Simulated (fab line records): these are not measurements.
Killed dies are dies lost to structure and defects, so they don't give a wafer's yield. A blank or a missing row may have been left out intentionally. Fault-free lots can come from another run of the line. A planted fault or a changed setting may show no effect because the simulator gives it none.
fab line records ; flow nandHarc
[record] lots = 7; wafers = 21; lastDay = 24
route steps=1159 shown A_BONDPAD@1073 END@1159
lots that met no fault: taken from a fault-free run of the same line
startH: hours from the record's first day to the start of the lot's first wafer shown ; waitH: hours from the lot's prior step to this one ; " as in the row above ; L1.1+2: several wafers, shown together as one row ; - no value, or no start was given ; * or withheld: withheld ; < > ~ a bound
route shown NAME@n: NAME is a module with steps in the file, n the number in the route of the first one ; usual: the fault-free wafers' mean and standard deviation ; same: alike in all rows ; chamber/n: place in a boat ; sites: per-site readings ; _std_site: standard deviation of those values ; _edge_site: the outer-site mean with the inner-site mean subtracted ; radiusMm: how far each site lies from the wafer's centre ; mask NAME#n: copy n ; behind: tool/chamber where the wafer was last shaped ; hold: the reason the lot was held/the length of the hold in hours/how it ended ; device: transistor that didn't switch, given as n, p or np ; end of line: tests run on the same wafers once the route is complete ; a step given without rows: its recipe and nothing more ; killed: at the first sort, the dies lost to defects and structure; wafer yield is something else ; map: shows each die of a wafer: x if killed, . if not, _ if none is there
set.NAME: the run value of the setting; set.NAME@STEP: its run value at that earlier step ; model.NAME: the simulator's own value behind a step, which no gauge read
a table for each step, a row for each wafer; lots at some steps of the route
services: when a tool's chamber went out of use (startH, in hours from the record's first day, below 0 if earlier), for how many hours, and the reason
[[steps]]
[step NHARC_A_BONDPAD_OVL_MEAS_35]
[usual] overlayXNm = 0/5.9; overlayYNm = 1/5
lot.wafer;tool;chamber;startH;waitH;overlayXNm;overlayYNm
L900.3;overlay-02;-;421.68;-;-2;-3
L900.4;overlay-02;-;421.68;-;-2;-3
L900.6;overlay-02;-;421.68;-;-2;-3
L906.2;overlay-02;-;460.83;-;-5;1
L906.4;overlay-02;-;460.83;-;-4;1
L906.5;overlay-02;-;460.83;-;-4;2
L910.2;overlay-02;-;478.90;-;8;4
L910.4;overlay-02;-;478.90;-;9;3
L910.6;overlay-02;-;478.90;-;8;3
L913.1;overlay-02;-;480.16;-;7;2
L913.4;overlay-02;-;480.16;-;6;1
L913.5;overlay-02;-;480.16;-;6;1
L909.3;overlay-01;-;487.02;-;4;8
L909.5;overlay-01;-;487.02;-;4;7
L909.6;overlay-01;-;487.02;-;4;8
L918.4;overlay-02;-;529.86;-;7;0
L918.5;overlay-02;-;529.86;-;8;0
L918.6;overlay-02;-;529.86;-;7;0
L920.1;overlay-02;-;545.76;-;-10;-4
L920.5;overlay-02;-;545.76;-;-10;-4
L920.6;overlay-02;-;545.76;-;-11;-4
[step NHARC_A_BONDPAD_HARDBAKE_10]
[recipe] tempC = 118; timeS = 65
[step NHARC_A_BONDPAD_DESCUM_11]
[recipe] timeS = 3; o2FlowSccm = 200; arFlowSccm = 0; biasPowerW = 0; chemistry = O2
[usual] drypumpMotorCurrentA = 5.80/0.29; oesProductAu = 1.003/0.011; rfVppV = 57.8/0.99; showerheadPlenumPTorr = 1.94/0.1; throttleValvePct = 11.310/0.0096
lot.wafer;tool;chamber;startH;waitH;drypumpMotorCurrentA;oesProductAu;rfHoursCounterH;rfVppV;showerheadPlenumPTorr;throttleValvePct
L900.3;rieDiel-10;2;421.81;-;5.63;1.001;3;57.5;1.86;11.306
L900.4;rieDiel-10;1;421.81;-;6.18;1.015;2;59.4;2.03;11.308
L900.6;rieDiel-10;3;421.81;-;5.56;1.000;-;57.9;2.01;11.320
L906.2;rieDiel-10;0;460.96;-;5.99;0.989;4;56.3;1.79;11.306
L906.4;rieDiel-10;1;460.96;-;6.15;1.004;4;58.9;2.03;11.317
L906.5;rieDiel-10;3;460.96;-;5.53;1.012;-;57.5;2.01;11.301
L910.2;rieDiel-10;1;479.04;-;6.16;1.015;4;58.1;2.03;11.297
L910.6;rieDiel-10;0;479.04;-;5.94;0.987;-;58.3;1.79;11.300
L910.4;rieDiel-10;1;479.04;-;6.15;1.012;-;57.6;2.03;11.316
L913.1;rieDiel-10;0;480.30;-;5.99;0.985;4;56.4;1.79;11.312
L913.4;rieDiel-10;3;480.30;-;5.54;1.019;-;57.3;2.00;11.306
L913.5;rieDiel-10;0;480.30;-;6.00;0.978;-;57.2;1.79;11.304
L909.3;rieDiel-10;0;487.17;-;5.98;0.999;5;56.4;1.79;11.304
L909.6;rieDiel-10;1;487.17;-;6.18;1.011;-;58.0;2.03;11.315
L909.5;rieDiel-10;2;487.17;-;5.65;1.015;-;56.8;1.86;11.326
L918.4;rieDiel-03;3;530.00;-;5.55;1.007;48;55.3;1.86;11.307
L918.6;rieDiel-03;1;530.00;-;5.63;1.004;-;57.8;1.83;11.302
L918.5;rieDiel-03;2;530.00;-;5.46;0.999;-;58.8;1.94;11.317
L920.1;rieDiel-10;1;545.91;-;6.17;1.002;0;57.8;2.03;11.304
L920.6;rieDiel-10;3;545.91;-;5.57;1.005;-;59.1;2.00;11.316
L920.5;rieDiel-10;1;545.91;-;6.16;1.005;-;58.5;2.03;11.307
[step NHARC_A_BONDPAD_ETCH_34]
[recipe] targetDepthA = 600; overetchA = 180; timeS = 65.91; ionEnergyEv = 200; n2FlowSccm = 150; h2FlowSccm = 150; arFlowSccm = 0; rfW = 400; biasW = 150; chemistry = N2/H2
[usual] drypumpMotorCurrentA = 5.84/0.27; oesProductAu = 1.002/0.012; rfVppV = 431/3.1; showerheadPlenumPTorr = 2.06/0.11; throttleValvePct = 14.172/0.0096
lot.wafer;tool;chamber;startH;waitH;drypumpMotorCurrentA;oesProductAu;rfHoursCounterH;rfVppV;showerheadPlenumPTorr;throttleValvePct
L900.3;rieDiel-10;1;421.90;0.1;6.14;1.012;2;435;2.17;14.168
L900.4;rieDiel-10;3;421.90;0.1;5.58;1.006;3;432;2.14;14.185
L900.6;rieDiel-10;1;421.90;0.1;6.17;1.006;-;433;2.17;14.180
L906.2;rieDiel-10;0;461.05;0.1;5.99;0.989;4;427;1.90;14.176
L906.4;rieDiel-10;2;461.05;0.1;5.64;1.011;4;429;1.98;14.166
L906.5;rieDiel-10;0;461.05;0.1;5.98;0.979;-;426;1.91;14.176
L910.2;rieDiel-10;0;479.13;0.1;5.97;0.979;4;427;1.90;14.178
L910.4;rieDiel-10;1;479.13;0.1;6.18;1.008;-;434;2.17;14.174
L910.6;rieDiel-10;3;479.13;0.1;5.52;1.021;-;433;2.14;14.168
L913.1;rieDiel-10;1;480.41;0.1;6.21;1.012;4;432;2.17;14.195
L913.4;rieDiel-10;0;480.41;0.1;5.96;0.989;-;426;1.90;14.193
L913.5;rieDiel-10;1;480.41;0.1;6.18;1.008;-;434;2.17;14.172
L909.3;rieDiel-10;2;487.24;0.1;5.64;1.017;5;429;1.98;14.169
L909.6;rieDiel-10;0;487.24;0.1;6.02;0.995;-;427;1.90;14.164
L909.5;rieDiel-10;1;487.24;0.1;6.17;1.011;-;433;2.17;14.186
L918.4;rieDiel-03;2;530.07;0.1;5.47;1.002;52;431;2.06;14.169
L918.6;rieDiel-03;2;530.07;0.1;5.46;1.008;-;430;2.06;14.150
L918.5;rieDiel-03;3;530.07;0.1;5.61;1.019;-;430;1.99;14.171
L920.1;rieDiel-10;3;545.99;0.1;5.58;1.004;0;433;2.14;14.171
L920.6;rieDiel-10;3;545.99;0.1;5.56;1.003;-;434;2.14;14.163
L920.5;rieDiel-10;1;545.99;0.1;6.17;1.006;-;433;2.17;14.168
[step NHARC_A_BONDPAD_ETCH_12]
[recipe] targetDepthA = 2200; timeS = 110; chf3FlowSccm = 50; o2FlowSccm = 10; arFlowSccm = 200; rfW = 500; biasW = 200; chemistry = CHF3/O2
[usual] drypumpMotorCurrentA = 5.82/0.27; oesProductAu = 0.954/0.024; rfVppV = 371.1/2.6; showerheadPlenumPTorr = 2.43/0.12; throttleValvePct = 20.574/0.0083
lot.wafer;tool;chamber;startH;waitH;drypumpMotorCurrentA;oesProductAu;rfHoursCounterH;rfVppV;showerheadPlenumPTorr;throttleValvePct
L900.4;rieDiel-10;2;-;-;5.60;0.965;3;369.2;2.34;20.583
L900.3;rieDiel-10;3;-;-;5.56;0.968;3;374.2;2.51;20.572
L900.6;rieDiel-10;2;-;-;5.62;0.968;-;368.7;2.34;20.567
L906.4;rieDiel-10;3;-;-;5.55;0.941;4;372.3;2.51;20.564
L906.2;rieDiel-10;0;-;-;5.95;0.907;4;366.7;2.25;20.584
L906.5;rieDiel-10;3;-;-;5.54;0.932;-;373.3;2.51;20.573
L910.2;rieDiel-10;0;-;-;5.99;0.954;4;366.8;2.25;20.589
L910.4;rieDiel-10;0;-;-;6.01;0.949;-;366.3;2.25;20.570
L910.6;rieDiel-10;3;-;-;5.56;0.977;-;373.3;2.51;20.571
L913.1;rieDiel-10;1;-;-;6.15;0.962;4;372.9;2.54;20.571
L913.4;rieDiel-10;3;-;-;5.54;0.970;-;373.3;2.51;20.571
L913.5;rieDiel-10;0;-;-;6.00;0.954;-;367.0;2.25;20.581
L909.3;rieDiel-10;2;-;-;5.63;0.947;5;369.5;2.34;20.555
L909.6;rieDiel-10;3;-;-;5.55;0.974;-;372.8;2.51;20.565
L909.5;rieDiel-10;0;-;-;5.99;0.946;-;367.2;2.25;20.566
L918.4;rieDiel-03;2;-;-;5.49;0.934;52;372.5;2.43;20.561
L918.5;rieDiel-03;3;-;-;5.58;0.936;-;368.3;2.34;20.578
L918.6;rieDiel-03;0;-;-;5.72;0.914;-;372.0;2.42;20.578
L920.1;rieDiel-10;3;-;-;5.55;0.966;0;373.4;2.51;20.585
L920.5;rieDiel-10;3;-;-;5.57;0.968;-;374.1;2.51;20.582
L920.6;rieDiel-10;1;-;-;6.16;0.963;-;373.4;2.54;20.586
[step NHARC_A_BONDPAD_CD_MEAS_13]
[usual] cdNm = 499.2/2.4
lot.wafer;tool;chamber;startH;waitH;cdNm
L900.3;cdSem-03;-;422.13;-;497.4
L900.4;cdSem-03;-;422.13;-;500.6
L900.6;cdSem-03;-;422.13;-;498.3
L906.2;cdSem-03;-;461.29;-;503.9
L906.4;cdSem-03;-;461.29;-;497.6
L906.5;cdSem-03;-;461.29;-;502.9
L910.2;cdSem-02;-;479.40;-;501.7
L910.4;cdSem-02;-;479.40;-;499.7
L910.6;cdSem-02;-;479.40;-;500.6
L913.1;cdSem-01;-;480.66;-;500.2
L913.4;cdSem-01;-;480.66;-;501.2
L913.5;cdSem-01;-;480.66;-;501.1
L909.3;cdSem-02;-;487.47;-;500.6
L909.5;cdSem-02;-;487.47;-;496.7
L909.6;cdSem-02;-;487.47;-;496.1
L918.4;cdSem-03;-;530.31;-;497.5
L918.5;cdSem-03;-;530.31;-;494.3
L918.6;cdSem-03;-;530.31;-;498.3
L920.1;cdSem-03;-;546.25;-;497.6
L920.5;cdSem-03;-;546.25;-;500.1
L920.6;cdSem-03;-;546.25;-;499.5
[step NHARC_A_BONDPAD_STRIP_15]
[recipe] o2FlowSccm = 500; arFlowSccm = 0; biasW = 0; chemistry = O2
[usual] drypumpMotorCurrentA = 5.74/0.3; oesProductAu = 1.004/0.011; rfVppV = 57.8/0.81; showerheadPlenumPTorr = 3.55/0.16; throttleValvePct = 17.035/0.0098
lot.wafer;tool;chamber;startH;waitH;drypumpMotorCurrentA;oesProductAu;rfHoursCounterH;rfVppV;showerheadPlenumPTorr;throttleValvePct
L900.3;rieDiel-10;2;422.21;0.1;5.65;0.996;3;56.5;3.44;17.036
L900.4;rieDiel-10;3;422.21;0.1;5.56;1.013;3;58.6;3.69;17.044
L900.6;rieDiel-10;2;422.21;0.1;5.69;0.995;-;58.4;3.44;17.022
L906.2;rieDiel-10;2;461.37;0.1;5.65;1.016;4;58.1;3.44;17.023
L906.4;rieDiel-10;3;461.37;0.1;5.55;1.027;4;57.0;3.69;17.040
L906.5;rieDiel-10;2;461.37;0.1;5.65;1.012;-;58.4;3.44;17.046
L910.2;rieDiel-10;1;479.51;0.1;6.16;1.017;4;57.5;3.73;17.035
L910.6;rieDiel-10;0;479.51;0.1;5.97;0.982;-;56.1;3.32;17.029
L910.4;rieDiel-10;1;479.51;0.1;6.16;1.012;-;58.2;3.73;17.031
L913.1;rieDiel-10;1;480.76;0.1;6.16;1.005;4;56.7;3.73;17.042
L913.4;rieDiel-10;1;480.76;0.1;6.19;1.007;-;58.1;3.73;17.037
L913.5;rieDiel-10;3;480.76;0.1;5.54;1.016;-;58.1;3.69;17.047
L909.3;rieDiel-13;1;487.58;0.1;5.92;0.980;4;59.0;3.67;17.026
L909.6;rieDiel-13;2;487.58;0.1;5.85;0.981;-;58.9;3.81;17.039
L909.5;rieDiel-13;3;487.58;0.1;4.80;0.993;-;57.1;3.81;17.043
L918.4;rieDiel-03;0;530.39;0.1;5.72;0.992;45;56.2;3.55;17.032
L918.5;rieDiel-03;3;530.39;0.1;5.61;1.016;-;57.6;3.44;17.036
L918.6;rieDiel-03;0;530.39;0.1;5.72;0.994;-;58.3;3.55;17.047
L920.1;rieDiel-10;2;546.37;0.1;5.64;1.014;0;57.4;3.44;17.041
L920.6;rieDiel-10;3;546.37;0.1;5.56;1.015;-;57.6;3.68;17.030
L920.5;rieDiel-10;1;546.37;0.1;6.12;1.010;-;59.0;3.73;17.047
[step NHARC_A_BONDPAD_ETCH_24]
[recipe] targetDepthA = 300; overEtchFrac = 0.3; timeS = 72.99; ionEnergyEv = 150; cf4FlowSccm = 50; n2FlowSccm = 100; arFlowSccm = 150; rfW = 300; biasW = 100; chemistry = CF4/N2
[usual] drypumpMotorCurrentA = 5.7/0.31; oesProductAu = 1.003/0.011; rfVppV = 314.5/2.2; showerheadPlenumPTorr = 2.64/0.12; throttleValvePct = 19.793/0.0085
[same] overEtchFrac = 0.3
lot.wafer;tool;chamber;startH;waitH;drypumpMotorCurrentA;oesProductAu;rfHoursCounterH;rfVppV;showerheadPlenumPTorr;throttleValvePct
L900.3;rieDiel-10;2;-;-;5.6;1.004;3;314.2;2.56;19.791
L900.4;rieDiel-10;1;-;-;6.2;1.020;3;316.3;2.78;19.793
L900.6;rieDiel-10;2;-;-;5.6;1.007;-;312.1;2.56;19.777
L906.4;rieDiel-10;1;-;-;6.2;1.011;4;316.8;2.78;19.804
L906.2;rieDiel-10;3;-;-;5.6;1.015;4;316.2;2.75;19.803
L906.5;rieDiel-10;2;-;-;5.6;1.005;-;312.8;2.56;19.804
L910.2;rieDiel-10;1;479.67;0.1;6.2;1.007;4;316.0;2.78;19.807
L910.6;rieDiel-10;1;479.67;0.1;6.2;1.002;-;315.5;2.78;19.796
L910.4;rieDiel-10;3;479.67;0.1;5.6;1.007;-;317.1;2.74;19.799
L913.1;rieDiel-10;0;480.92;0.1;6.0;0.991;5;312.8;2.47;19.792
L913.5;rieDiel-10;0;480.92;0.1;6.0;0.994;-;311.1;2.47;19.785
L913.4;rieDiel-10;1;480.92;0.1;6.1;1.007;-;316.5;2.78;19.794
L909.3;rieDiel-13;1;-;-;5.9;0.981;4;316.5;2.73;19.798
L909.5;rieDiel-13;2;-;-;5.8;0.993;-;318.5;2.84;19.785
L909.6;rieDiel-13;3;-;-;4.8;1.003;-;317.5;2.84;19.805
L918.4;rieDiel-03;1;-;-;5.6;1.005;50;312.7;2.52;19.805
L918.6;rieDiel-03;2;-;-;5.5;1.007;-;315.5;2.65;19.795
L918.5;rieDiel-03;3;-;-;5.6;1.016;-;313.5;2.56;19.792
L920.1;rieDiel-10;1;546.51;0.1;6.2;1.003;0;317.9;2.78;19.790
L920.5;rieDiel-10;2;546.51;0.1;5.6;0.997;-;312.4;2.56;19.801
L920.6;rieDiel-10;3;546.51;0.1;5.6;1.010;-;315.5;2.74;19.790
[step NHARC_A_BONDPAD_STRIP_16]
[recipe] timeS = 600; tempC = 30; chemistry = postEtchResidueRemover
[step NHARC_A_BONDPAD_DEGAS_25]
[recipe] tempC = 300; timeS = 60
[step NHARC_A_BONDPAD_PRE_CLEAN_26]
[recipe] timeS = 30; tempC = 280; gas = H2/He
[step NHARC_A_BONDPAD_PVD_17]
[recipe] targetThkA = 50; biasV = 168.6; powerW = 15000; chamberPressurePa = 0.12; timeS = 8.06; substrateTempC = 50; material = TaN
[step NHARC_A_BONDPAD_PVD_27]
[recipe] targetThkA = 300; chamberPressurePa = 5; powerW = 5000; substrateTempC = 30; timeS = 20.49; material = Cu
[usual] cathodeDcPowerW = 5000.1/0.86; substrateTempC = 30.00/0.1; throttleValvePct = 29.8/0.65
lot.wafer;tool;chamber;startH;waitH;cathodeDcPowerW;substrateTempC;throttleValvePct
L900.3;pvdSputter-02;-;423.02;-;5000.0;30.07;29.6
L900.4;pvdSputter-02;-;423.02;-;5000.4;29.75;30.2
L900.6;pvdSputter-02;-;423.02;-;4999.7;30.01;29.3
L906.2;pvdSputter-01;-;462.17;-;5000.6;30.11;29.8
L906.4;pvdSputter-01;-;462.17;-;5000.5;30.04;29.3
L906.5;pvdSputter-01;-;462.17;-;5000.9;30.11;31.0
L910.4;pvdSputter-01;-;480.34;-;4390.4;30.06;29.8
L910.2;pvdSputter-01;-;480.34;-;4391.3;30.19;29.3
L910.6;pvdSputter-01;-;480.34;-;4390.9;29.97;29.8
L913.4;pvdSputter-01;-;481.55;-;4392.4;30.11;31.1
L913.1;pvdSputter-01;-;481.55;-;4391.5;29.99;29.9
L913.5;pvdSputter-01;-;481.55;-;4391.5;29.94;29.8
L909.3;pvdSputter-01;-;488.36;-;4390.1;30.10;29.9
L909.5;pvdSputter-01;-;488.36;-;4391.1;29.96;30.8
L909.6;pvdSputter-01;-;488.36;-;4391.6;30.05;29.6
L918.4;pvdSputter-03;-;531.15;-;4999.9;29.98;29.0
L918.6;pvdSputter-03;-;531.15;-;5000.7;29.92;28.8
L918.5;pvdSputter-03;-;531.15;-;5000.2;29.75;30.3
L920.1;pvdSputter-02;-;547.18;-;5000.2;29.80;29.3
L920.6;pvdSputter-02;-;547.18;-;5000.8;29.99;29.1
L920.5;pvdSputter-02;-;547.18;-;4999.3;30.09;29.6
[step NHARC_A_BONDPAD_ECD_18]
[recipe] targetThkA = 4000; bathTempC = 25; material = Cu
[step NHARC_END_SORT_01]
[recipe] tempC = 25
[usual] defectLimitedYield = 95.5/1.5; killedAtArray = 27/10; killedAtOther = 0.6/0.96; killedAtPeriphery = 3.4/2.7; killedDies = 31/10; killedOpen = 2.9/1.8; killedShort = 1.8/1.4; sort_bin_2_pct = 1.4/0.66; sort_bin_3_pct = 0.25/0.23; sort_bin_4_pct = 2.8/0.94; sortNPass = 646/10; sortRimYieldPct = 96.2/2.6; sortYieldPct = 95.5/1.5
[same] grossDies = 677; sort_bin_5_pct[%] = 0; sort_bin_6_pct[%] = 0; sort_bin_7_pct[%] = 0; sort_bin_8_pct[%] = 0; sortRimNGross = 106.00
lot.wafer;tool;chamber;startH;waitH;defectLimitedYield[%];killedAtArray;killedAtOther;killedAtPeriphery;killedDies;killedOpen;killedShort;sort_bin_2_pct[%];sort_bin_3_pct[%];sort_bin_4_pct[%];sortNPass;sortRimYieldPct[%];sortYieldPct[%]
L900.3;prober-02;0;474.28;3.1;96.2;22;0;4;26;5;0;0.9;0.30;2.7;651;99.1;96.2
L900.4;prober-02;0;475.07;3.4;95.3;28;1;3;32;5;2;0.9;0.74;3.1;645;96.2;95.3
L900.6;prober-02;0;476.66;4.0;95.6;28;0;2;30;2;2;1.6;0.59;2.2;647;97.2;95.6
L906.2;prober-01;0;493.60;2.8;95.4;19;1;11;31;2;3;1.5;0.59;2.5;646;95.3;95.4
L906.4;prober-01;0;495.21;3.4;94.8;24;1;10;35;6;4;1.3;0;3.8;642;93.4;94.8
L906.5;prober-01;0;496.02;3.7;95.4;20;0;11;31;5;4;0.7;0.30;3.5;646;94.3;95.4
L913.1;prober-02;0;509.57;2.5;92.5;50;0;1;51;3;4;2.5;0.59;4.4;626;96.2;92.5
L913.4;prober-02;0;511.96;3.4;92.6;48;0;2;50;4;1;2.1;0.30;5.0;627;95.3;92.6
L913.5;prober-02;0;512.76;3.7;93.4;43;0;2;45;7;0;2.2;0.15;4.3;632;98.1;93.4
L910.2;prober-01;0;510.36;2.8;97.0;13;4;3;20;3;2;0.9;0.59;1.5;657;99.1;97.0
L910.4;prober-01;0;511.97;3.4;97.6;11;2;3;16;3;4;0.4;0;1.9;661;98.1;97.6
L910.6;prober-01;0;513.57;4.0;96.3;20;2;3;25;3;4;1.3;0.15;2.2;652;100.0;96.3
L909.3;prober-02;0;518.99;3.1;94.2;38;0;1;39;2;0;1.0;0.59;4.1;638;99.1;94.2
L909.5;prober-02;0;520.60;3.7;93.9;38;1;2;41;6;1;1.9;0.15;4.0;636;95.3;93.9
L909.6;prober-02;0;521.41;4.0;93.8;41;0;1;42;3;1;2.4;0;3.8;635;91.5;93.8
L918.4;prober-02;0;566.01;3.4;95.1;30;0;3;33;3;1;1.5;0.74;2.7;644;96.2;95.1
L918.5;prober-02;0;566.80;3.7;96.0;23;1;3;27;3;1;0.9;0.15;3.0;650;95.3;96.0
L918.6;prober-02;0;567.60;4.0;94.7;36;0;0;36;1;2;2.1;0.30;3.0;641;95.3;94.7
// killed by level:class
L900.3 A_SLIT:chamberFilmFlake=11 A_WL_FILL:geometricParticle:open=2 P_ZERO_WELL:chamberFilmFlake=2 A_CHANNEL_HOLE_D1:chamberFilmFlake=2 A_CHANNEL_FILL_D1:chamberFilmFlake=2 A_STAIRCASE:chamberFilmFlake=2 A_CONTACT:chamberFilmFlake=2 P_GATE:geometricParticle:open=1
L900.4 A_SLIT:chamberFilmFlake=11 A_CONTACT:chamberFilmFlake=7 A_STAIRCASE:chamberFilmFlake=3 A_CHANNEL_FILL_D1:geometricParticle:open=2 A_WL_FILL:geometricParticle:short=2 P_CONTACT:geometricParticle:open=1 A_SGD_CUT:geometricParticle:open=1 P_ZERO_WELL:chamberFilmFlake=1
L900.6 A_SLIT:chamberFilmFlake=12 A_CHANNEL_HOLE_D1:chamberFilmFlake=5 A_STAIRCASE:chamberFilmFlake=3 A_CONTACT:chamberFilmFlake=3 A_CHANNEL_FILL_D1:geometricParticle:short=1 A_WL_FILL:geometricParticle:open=1 A_CONTACT:geometricParticle:open=1 A_CONTACT:geometricParticle:short=1
L906.2 P_ZERO_WELL:chamberFilmFlake=6 A_CHANNEL_HOLE_D1:chamberFilmFlake=6 A_SLIT:chamberFilmFlake=3 P_M2:chamberFilmFlake=3 A_WL_FILL:chamberFilmFlake=3 A_ONON_D1:geometricParticle:open=1 A_ONON_D1:geometricParticle:short=1 A_CHANNEL_FILL_D1:geometricParticle:short=1
L906.4 A_STAIRCASE:chamberFilmFlake=5 P_ZERO_WELL:chamberFilmFlake=4 P_M1:chamberFilmFlake=4 A_CHANNEL_HOLE_D1:chamberFilmFlake=4 A_CONTACT:geometricParticle:open=3 A_WL_FILL:chamberFilmFlake=3 A_WL_FILL:geometricParticle:short=2 A_ONON_D1:geometricParticle:short=1
L906.5 P_ZERO_WELL:chamberFilmFlake=4 P_M1:chamberFilmFlake=4 A_CHANNEL_HOLE_D1:chamberFilmFlake=4 A_STAIRCASE:chamberFilmFlake=3 A_CHANNEL_FILL_D1:geometricParticle:open=2 P_GATE:chamberFilmFlake=2 A_WL_FILL:chamberFilmFlake=2 P_CONTACT:geometricParticle:open=1
L913.1 A_CHANNEL_HOLE_D1:chamberFilmFlake=20 A_SLIT:chamberFilmFlake=16 A_WL_FILL:chamberFilmFlake=3 A_CONTACT:chamberFilmFlake=3 A_ONON_D1:geometricParticle:short=2 A_CHANNEL_FILL_D1:geometricParticle:open=2 P_M1:geometricParticle:short=1 A_SOURCE_PLATE:geometricParticle:short=1
L910.2 A_CONTACT:chamberFilmFlake=3 THIN_TSV:chamberFilmFlake=3 A_CONTACT:geometricParticle:open=2 A_CHANNEL_HOLE_D1:chamberFilmFlake=2 A_STAIRCASE:chamberFilmFlake=2 P_CONTACT:geometricParticle:open=1 A_WL_FILL:geometricParticle:short=1 A_CONTACT:geometricParticle:short=1
L913.4 A_CHANNEL_HOLE_D1:chamberFilmFlake=19 A_SLIT:chamberFilmFlake=13 A_CONTACT:chamberFilmFlake=8 A_CONTACT:geometricParticle:open=3 A_STAIRCASE:chamberFilmFlake=2 A_ONON_D1:geometricParticle:open=1 A_WL_FILL:geometricParticle:short=1 P_GATE:chamberFilmFlake=1
L910.4 A_CHANNEL_HOLE_D1:chamberFilmFlake=6 A_CHANNEL_FILL_D1:geometricParticle:short=2 P_STI:chamberFilmFlake=2 P_M1:geometricParticle:open=1 A_SOURCE_PLATE:geometricParticle:short=1 A_M0:geometricParticle:short=1 A_M0:geometricParticle:open=1 STARTING-WAFER:geometricParticle:open=1
L913.5 A_CHANNEL_HOLE_D1:chamberFilmFlake=19 A_SLIT:chamberFilmFlake=15 A_CONTACT:geometricParticle:open=2 P_GATE:chamberFilmFlake=2 A_SOURCE_PLATE:geometricParticle:open=1 A_ONON_D1:geometricParticle:open=1 A_CHANNEL_HOLE_D1:geometricParticle:open=1 A_SLIT:geometricParticle:open=1
L910.6 A_CHANNEL_HOLE_D1:chamberFilmFlake=7 A_ZERO_WELL:chamberFilmFlake=3 P_STI:chamberFilmFlake=2 A_CONTACT:chamberFilmFlake=2 P_STI:geometricParticle:short=1 A_ONON_D1:geometricParticle:short=1 A_CHANNEL_FILL_D1:geometricParticle:open=1 A_SGD_CUT:geometricParticle:short=1
L909.3 A_SLIT:chamberFilmFlake=18 A_CONTACT:chamberFilmFlake=7 A_CHANNEL_HOLE_D1:chamberFilmFlake=6 A_STAIRCASE:chamberFilmFlake=4 P_GATE:geometricParticle:open=1 A_CONTACT:geometricParticle:open=1 A_ZERO_WELL:chamberFilmFlake=1 A_WL_FILL:chamberFilmFlake=1
L909.5 A_SLIT:chamberFilmFlake=14 A_STAIRCASE:chamberFilmFlake=7 A_CONTACT:chamberFilmFlake=6 A_CHANNEL_HOLE_D1:chamberFilmFlake=4 A_CONTACT:geometricParticle:open=2 P_CONTACT:geometricParticle:open=1 A_WL_FILL:geometricParticle:open=1 A_BLC:geometricParticle:short=1
L909.6 A_SLIT:chamberFilmFlake=18 A_STAIRCASE:chamberFilmFlake=7 A_CHANNEL_HOLE_D1:chamberFilmFlake=6 A_CONTACT:chamberFilmFlake=6 P_M0:geometricParticle:short=1 A_SOURCE_PLATE:geometricParticle:open=1 A_CHANNEL_FILL_D1:geometricParticle:open=1 A_CONTACT:geometricParticle:open=1
L918.4 A_SLIT:chamberFilmFlake=13 A_CHANNEL_HOLE_D1:chamberFilmFlake=7 P_GATE:chamberFilmFlake=2 A_STAIRCASE:chamberFilmFlake=2 A_SGD_CUT:chamberFilmFlake=2 P_M1:geometricParticle:open=1 A_CONTACT:geometricParticle:open=1 A_BLC:geometricParticle:open=1
L918.5 A_SLIT:chamberFilmFlake=11 A_CHANNEL_HOLE_D1:chamberFilmFlake=5 A_CONTACT:geometricParticle:open=2 P_M1:geometricParticle:open=1 STARTING-WAFER:geometricParticle:short=1 P_ZERO_WELL:chamberFilmFlake=1 P_GATE:chamberFilmFlake=1 A_ZERO_WELL:chamberFilmFlake=1
L918.6 A_SLIT:chamberFilmFlake=17 A_CHANNEL_HOLE_D1:chamberFilmFlake=9 A_SGD_CUT:chamberFilmFlake=3 A_WL_FILL:chamberFilmFlake=2 A_SOURCE_PLATE:geometricParticle:open=1 A_WL_FILL:geometricParticle:short=1 A_CONTACT:geometricParticle:short=1 A_CONTACT:chamberFilmFlake=1
[[services]]
tool;chamber;startH;hours;kind
rieDiel-10;0;411.52;-;clean
rieDiel-10;1;411.52;-;clean
rieDiel-10;2;411.52;-;clean
rieDiel-10;3;411.52;-;clean
rieDiel-13;3;413.15;4.2;repair
rieDiel-10;0;436.02;-;clean
rieDiel-10;1;436.02;-;clean
rieDiel-10;2;436.02;-;clean
rieDiel-10;3;436.02;-;clean
rieDiel-03;0;446.08;1.9;repair
rieDiel-13;-;453.23;9.0;pm
pvdSputter-03;-;458.00;10.0;pm
rieDiel-10;0;460.52;-;clean
rieDiel-10;1;460.52;-;clean
rieDiel-10;2;460.52;-;clean
rieDiel-10;3;460.52;-;clean
rieDiel-10;2;478.20;2.9;repair
rieDiel-10;0;485.02;-;clean
rieDiel-10;1;485.02;-;clean
rieDiel-10;2;485.02;-;clean
pvdSputter-03;-;508.14;6.9;repair
pvdSputter-01;-;514.00;10.0;pm
rieDiel-10;-;530.52;9.0;pm
pvdSputter-03;-;534.05;5.7;repair
[[key]]
[firstSign] step = NHARC_A_BONDPAD_PVD_27; reading = cathodeDcPowerW; direction = down; sigmas = 99+; usual = *; struck = *
effect none on later readings
metAt NHARC_A_BONDPAD_PVD_27
struckWafers L909.3,L909.5,L909.6,L910.2,L910.4,L910.6,L913.1,L913.4,L913.5
onsetBetween 462.17 480.34
[fault] kind = processParameterDrift; tool = pvdSputter-01; chamber = -; onsetH = 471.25; steps = NHARC_A_BONDPAD_PVD_27; channel = powerW; offset = *; shape = step; endH = 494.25; actsIn = *; stated = *
